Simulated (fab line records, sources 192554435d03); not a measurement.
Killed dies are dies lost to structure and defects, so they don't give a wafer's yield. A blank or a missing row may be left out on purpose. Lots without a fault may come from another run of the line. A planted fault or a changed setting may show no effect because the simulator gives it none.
Problem report in the 8D (eight disciplines) form, filled by code | flow n5_finfet | the parts of the form that need people (team, actions taken, sign-off) are left out

1. THE PROBLEM
spin_speed_rpm at N5_FIN_SAQP_COAT_50 reads a mean of 1454.1 rpm on 9 wafers of 3 lots; wafers without a fault read 1500.0 rpm with a standard deviation of 0.87. That is -53 standard deviations from the usual mean.
The step: time 60 s, resist thk 35 nm.
First seen on wafer L687.1, day 3 09:19, on litho_track-01. The record holds 15 wafers of 5 lots with a number at this step. Rule for "out", or "out of limits": more than 4 standard deviations from the usual mean. The other wafers with a number count as sound.

2. WHAT IT IS AND WHAT IT IS NOT
question                    | is                     | is not
which readings at this step | spin_speed_rpm         | -
which lots                  | L687, L688, L690       | L697, L703
which wafers of those lots  | all that have a number | -
read on which tools         | litho_track-01         | litho_track-02
when                        | from day 3 09:19       | up to then (0 sound wafers); but 6 sound wafers of L697, L703 came after

3. SUSPECTS, AND WHAT RULES EACH OUT
Counting: a tool at a process step up to the reading stays a suspect if it ran every lot that is out and no sound lot after the first of them.
- litho_track-01 at N5_FIN_SAQP_COAT_50 (time 60 s, resist thk 35 nm): ruled out as a lasting fault. Sound lots L703 ran on it after its first lot that is out, L687 (day 3 09:19).
Left after counting: nothing in the record.

4. THE CAUSE (what the simulator had put in)
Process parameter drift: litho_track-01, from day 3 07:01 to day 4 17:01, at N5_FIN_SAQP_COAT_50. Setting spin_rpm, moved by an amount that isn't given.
Counting ruled it out, wrongly.

5. THE CHAIN OF EFFECTS, in route order
Each row: a reading whose mean over the struck wafers that have a number lies more than 3 standard deviations from the usual. Only readings for which the record gives a usual standard deviation are gone through. hours: the time from each lot's start at the first step in this table that gives one to its start at this step, as a median over the lots. sigmas: the change in usual standard deviations.
hours | step                | reading        | usual      | on struck wafers | change | sigmas
0     | N5_FIN_SAQP_COAT_50 | spin_speed_rpm | 1500.0 rpm | 1454.1           | -45.9  | -53
The process steps in it:
- N5_FIN_SAQP_COAT_50: time 60 s, resist thk 35 nm.
Later measuring or inspecting steps at which every struck wafer that the step has a row for has a number for every such reading, and none has moved that far: N5_BEOL_M4_RC_MEAS_101.

6. WHAT WOULD HAVE CAUGHT IT SOONER
In this record the first reading out of limits was taken at day 3 09:19, 2 hours after the fault began at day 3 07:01.
